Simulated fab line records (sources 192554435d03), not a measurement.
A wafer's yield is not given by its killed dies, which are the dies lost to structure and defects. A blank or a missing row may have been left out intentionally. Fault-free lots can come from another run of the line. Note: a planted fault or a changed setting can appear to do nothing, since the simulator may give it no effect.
Chamber matching / flow n5_finfet / N5_SPACER0_ALD_00 on ald_sin-04: 4 sister chambers
The step deposits SiOCN, target thk 3.5 nm, pulse time 3 s, purge time 2 s. 8 wafers are shown with their chamber, then 10 later ones without.

== WAFERS PAIRED WITH THEIR CHAMBERS ==
wafer=L081.5; chamber=1; heater_power_w (W)=798; precursor_pulse_height_rel=1.004
wafer=L082.1; chamber=1; heater_power_w (W)=779; precursor_pulse_height_rel=1.020
wafer=L082.4; chamber=3; heater_power_w (W)=925; precursor_pulse_height_rel=1.021
wafer=L085.3; chamber=2; heater_power_w (W)=874; precursor_pulse_height_rel=1.014
wafer=L085.4; chamber=0; heater_power_w (W)=778; precursor_pulse_height_rel=1.022
wafer=L085.5; chamber=2; heater_power_w (W)=871; precursor_pulse_height_rel=1.014
wafer=L089.2; chamber=0; heater_power_w (W)=802; precursor_pulse_height_rel=1.002
wafer=L089.4; chamber=3; heater_power_w (W)=929; precursor_pulse_height_rel=0.959

== WAFERS MISSING THEIR CHAMBER ==
wafer=L089.6; heater_power_w (W)=927; precursor_pulse_height_rel=1.024
wafer=L090.2; heater_power_w (W)=824; precursor_pulse_height_rel=1.013
wafer=L090.3; heater_power_w (W)=892; precursor_pulse_height_rel=1.026
wafer=L090.6; heater_power_w (W)=881; precursor_pulse_height_rel=1.019
wafer=L092.2; heater_power_w (W)=797; precursor_pulse_height_rel=1.011
wafer=L092.4; heater_power_w (W)=778; precursor_pulse_height_rel=0.994
wafer=L092.5; heater_power_w (W)=887; precursor_pulse_height_rel=0.961
wafer=L093.2; heater_power_w (W)=890; precursor_pulse_height_rel=0.992
wafer=L093.3; heater_power_w (W)=942; precursor_pulse_height_rel=0.998
wafer=L093.5; heater_power_w (W)=808; precursor_pulse_height_rel=1.007

== WHICH CHAMBER EACH WENT THROUGH ==
wafer=L089.6; from the rows above=3; in truth=3
wafer=L090.2; from the rows above=can't be placed: 0 or 1 or 2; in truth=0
wafer=L090.3; from the rows above=can't be placed: 2 or 3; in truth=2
wafer=L090.6; from the rows above=2; in truth=2
wafer=L092.2; from the rows above=can't be placed: 0 or 1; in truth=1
wafer=L092.4; from the rows above=can't be placed: 1 or 0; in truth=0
wafer=L092.5; from the rows above=can't be placed: 2 or 3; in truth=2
wafer=L093.2; from the rows above=can't be placed: 2 or 3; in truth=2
wafer=L093.3; from the rows above=3; in truth=3
wafer=L093.5; from the rows above=can't be placed: 0 or 1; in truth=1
Placed correctly: 3 of 10. Not placeable from these rows: 7 (in 7, the candidates include the true chamber). Wrongly placed: 0.
How it was worked out, from the rows above alone: a wafer's distance from a chamber is the root of the sum, over the readings, of the square of ((its reading less the chamber's mean) divided by the reading's scatter). If the next closest chamber is less than 2 further off than the closest, the wafer can't be placed; otherwise it belongs to the closest. The mean given for a chamber averages the wafers shown for that chamber. The scatter: take each reading less its chamber's mean, square it, sum over the shown wafers, divide by the number of wafers less the number of chambers, and take the root.
